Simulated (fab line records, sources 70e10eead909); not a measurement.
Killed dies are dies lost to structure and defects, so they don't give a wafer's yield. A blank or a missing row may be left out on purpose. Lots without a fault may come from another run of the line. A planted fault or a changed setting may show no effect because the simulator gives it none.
Chamber matching | flow nand_harc | NHARC_A_BLC_ALD_23 on ald_metal-02: 4 sister chambers
The step deposits TiN, target thk 3 nm, pulse time 1 s, ald cycles 150. 4 wafers are shown with their chamber, then 7 later ones without.

WAFERS WITH THEIR CHAMBER
wafer  | chamber | heater_power_w (W)
L466.4 | 1       | 1268
L466.5 | 0       | 1130
L468.1 | 2       | 1244
L468.2 | 3       | 1134

WAFERS WITHOUT THEIR CHAMBER
wafer  | heater_power_w (W)
L468.3 | 1273
L467.3 | 1107
L467.5 | 1133
L467.6 | 1216
L469.3 | 1104
L469.4 | 1266
L469.6 | 1104

WHICH CHAMBER EACH WENT THROUGH
wafer  | from the rows above     | in truth
L468.3 | can't be placed: 1 or 2 | 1
L467.3 | can't be placed: 0 or 3 | 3
L467.5 | can't be placed: 3 or 0 | 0
L467.6 | can't be placed: 2 or 1 | 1
L469.3 | can't be placed: 0 or 3 | 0
L469.4 | can't be placed: 1 or 2 | 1
L469.6 | can't be placed: 0 or 3 | 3
Placed correctly: 0 of 7. Can't be placed from these rows: 7 (the true chamber is among the candidates in 7). Placed wrongly: 0.
How it was worked out, from the rows above alone: a wafer's distance from a chamber is the root of the sum, over the readings, of the square of ((its reading less the chamber's mean) divided by the reading's scatter). The wafer belongs to the nearest chamber; if the next one is less than 2 further off, it can't be placed. A chamber's mean is the mean of its shown wafers. The scatter: with one shown wafer a chamber, the root of the mean of the squares of how far each hidden wafer lies from its nearest shown one.
